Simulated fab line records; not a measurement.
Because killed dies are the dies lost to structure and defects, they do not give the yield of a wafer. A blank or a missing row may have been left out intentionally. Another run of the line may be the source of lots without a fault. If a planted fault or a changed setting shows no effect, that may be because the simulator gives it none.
Struck lot and sound lot, side by side + flow n5 finfet + 39 out of 1938 route steps
Sound: these wafers, L830.1, L830.4, L830.5. The struck wafers were L828.2, L828.3, L828.5. The cause is given at the end.
At each step with rows: each side's tool, then ch and its chambers, then its first start. Under that, the readings that differ: sound wafers + struck wafers + difference of the means + sigmas: that difference in standard deviations of wafers without a fault.
alike: readings with means less than 2 such deviations apart, plus words and numbers identical on both sides. not compared: withheld readings, readings lacking a value on some wafer, bounds such as >300 that could conceal the same value, and numbers that have no deviation in the record and whose values overlap.
A row with sigmas, a row that says differs or no value, or rows on one side alone: a step with any of these is where the two part. Non-overlapping numbers with no deviation appear without sigmas and do not part them. A reading that every wafer of one side lacks parts them only if that side has two wafers or more.

first, 10 steps without rows for these wafers: N5_HKMG_FIN_CMP_23 (polishes, stops on SiNx, t overpolish 10 s, target thk 46.326 nm); N5_HKMG_FIN_CMP_94 (polishes, stops on SiNx, t overpolish 4.7 s, target thk 43.299 nm); N5_GATE_CUT_ETCHBACK_00 (etches W in SF6/Cl2); N5_GATE_CUT_ETCH_56 (etches TiN in Cl2/Ar, target depth 21.6 nm); N5_GATE_CUT_ETCHBACK_30 (etches TiN in Cl2/Ar, target depth 3 nm); N5_GATE_CUT_VAPOR_ETCH_60 (etches HfO2 in BCl3/Cl2); N5_GATE_CUT_ETCH_58 (etches SiNx in CH3F/O2, target depth 17 nm, time 128.6 s); N5_GATE_CUT_STRIP_59 (strips in N2/H2, time 20 s); N5_GATE_CUT_PRECLEAN_31 (cleans in DIW, time 300 s); N5_GATE_CUT_SRD_32 (time 30 s).
N5_GATE_CUT_SAC_CAP_01: material SiNx, target thk 24 nm, pulse time 1 s, ald cycles 480.
  sound on ald sin-04 ch 0,3, day 9 07:37; struck on ald sin-01 ch 0,1, day 8 20:17
  no value came back on the struck wafers for any of 5 readings (ald cycles, chamber pressure Torr (Torr) and others); on the sound wafers ald cycles reads 480 480 480
  not compared: since wet clean h
then, 21 steps without rows for these wafers: N5_GATE_CUT_PECVD_57 (deposits SiNx from SiH4/NH3/N2, target thk 21 nm); N5_GATE_CUT_CMP_02 (polishes, stops on SiO2, t overpolish 12.7 s, target thk 0 nm); N5_GATE_CUT_HM_DEP_46 (deposits SiO2 from TEOS/O2, target thk 130 nm, time 26.6 s); N5_GATE_CUT_COAT_34 (time 60 s, resist thk 60 nm); N5_GATE_CUT_COAT_35 (time 60 s, resist thk 10 nm); N5_GATE_CUT_COAT_27 (time 60 s, resist thk 10 nm); N5_GATE_CUT_COAT_07 (resist thk 30 nm); N5_GATE_CUT_EBR_09; N5_GATE_CUT_SOFTBAKE_08 (time 60 s); N5_GATE_CUT_EXPOSE_10 (exposes mask GATE CUT, target cd 20 nm); N5_GATE_CUT_PEB_11 (peb time 60 s); N5_GATE_CUT_DEVELOP_12 (develop time 30 s); N5_GATE_CUT_DESCUM_18 (chemistry O2, time 7 s); N5_GATE_CUT_ETCH_28 (etches underlayer in N2/H2, target depth 13 nm, time 10.4 s); N5_GATE_CUT_ETCH_36 (etches SiARC in CF4, target depth 13 nm, time 21.7 s); N5_GATE_CUT_ETCH_37 (etches SOC in N2/H2, target depth 60 nm, overetch 12 nm, time 90 s); N5_GATE_CUT_STRIP_38 (strips in N2/H2); N5_GATE_CUT_STRIP_39 (strips in N2/H2); N5_GATE_CUT_HM_OPEN_40 (chemistry C4F6/O2, target SiO2, target depth 139 nm, time 85.1 s); N5_GATE_CUT_STRIP_41 (strips in CF4); N5_GATE_CUT_STRIP_42 (strips in O2).
N5_GATE_CUT_ETCH_19: etches SiNx in CH3F/O2, target depth 53.7 nm, time 76.7 s.
  sound on rie diel-04 ch 1,2, day 9 11:06; struck on rie diel-03 ch 0,1,3, day 8 23:37
| reading                                      | sound             | struck         | difference | sigmas |
|----------------------------------------------|-------------------|----------------|------------|--------|
| etch rf on time s (s)                        | 74.9 77.0 74.8    | 6.0 6.0 6.0    | -69.6      | -43    |
| oes product au (a.u.)                        | 0.75 0.60 0.75    | 0.31 0.33 0.26 | -0.40      | -7     |
| model.SiO2_of_GATE_CUT_HM_DEP_46.thk nm (nm) | 124.4 127.8 127.4 | 130.4 131 132  | +4.6       |        |
| model.GATE_CUT.cd nm (nm)                    | 20.4 20 20.4      | 18.8 18.8 19   | -1.4       |        |
  alike: bias w, drypump motor current A, oes_ar_750_au, rf vpp V, showerhead plenum p Torr, throttle valve pct
  not compared: rf hours counter h
then, 3 steps without rows for these wafers: N5_GATE_CUT_CUT_ETCH_53 (etches W in SF6/Cl2, target depth 79.2 nm); N5_GATE_CUT_CUT_ETCH_54 (etches TiN in Cl2/BCl3, target depth 96.7 nm); N5_GATE_CUT_CUT_ETCH_55 (etches HfO2 in BCl3, target depth 3.2 nm).
N5_GATE_CUT_CMP_23: polishes, stops on SiO2, t overpolish 23.4 s, target thk 16 nm.
  sound on cmp-01 ch 1,2,3, day 9 13:16; struck on cmp-01 ch 0,1, day 9 01:57
| reading                                      | sound           | struck        | difference | sigmas |
|----------------------------------------------|-----------------|---------------|------------|--------|
| model.SiO2_of_GATE_CUT_HM_DEP_46.thk nm (nm) | 103 106.4 106.2 | 109 110 110.6 | +5         |        |
  alike: head pressure psi, motor current A, overpolish run s, time to endpoint s
N5_BEOL_M4_RC_MEAS_101:
  the record has rows for the sound wafers here (prober-02 ch 0, day 13 00:05) and none for the struck ones
-- the record jumps here: 8 days lie between the struck wafers' starts before and after (it left off in module BEOL_M4 and takes up again in module PASSIVATION, whose first step shown is number 1936 of the route) --
N5_PASSIVATION_PROBE_49:
  struck on prober-02, day 17 11:34; sound on prober-01, day 17 10:56
| reading                  | sound          | struck         | difference | sigmas      |
|--------------------------|----------------|----------------|------------|-------------|
| defect limited yield (%) | 91.9 91.0 90.7 | 0 0 0          | -91        | -65         |
| killed_at_M0_to_M3       | 19 26 46       | 11 7 10        | -21        | -2          |
| killed at front end      | 56 55 44       | 1167 1162 1169 | +1114      | +99 or more |
| killed dies              | 96 106 110     | 1180 1180 1180 | +1076      | +67         |
| killed on rim            | 10 10 12       | 152 152 152    | +141       | +42         |
| killed open              | 64 67 73       | 12 18 14       | -53        | -4          |
| killed short             | 28 39 37       | 6 8 8          | -27        | -4          |
| sort_bin_5_function (%)  | 5.1 4.8 5.0    | 73.2 73.1 75.2 | +68.9      | +78         |
| sort n pass              | 1084 1074 1070 | 0 0 0          | -1076      | -37         |
| sort yield pct (%)       | 91.9 91.0 90.7 | 0 0 0          | -91        | -36         |
  alike: killed_at_M4_up, killed at contacts, killed at other, sort_bin_6_memory

WHERE THEY PART
Last at N5_PASSIVATION_PROBE_49 as far as this record goes, first at N5_GATE_CUT_SAC_CAP_01.

WHY: whatever the simulator had introduced
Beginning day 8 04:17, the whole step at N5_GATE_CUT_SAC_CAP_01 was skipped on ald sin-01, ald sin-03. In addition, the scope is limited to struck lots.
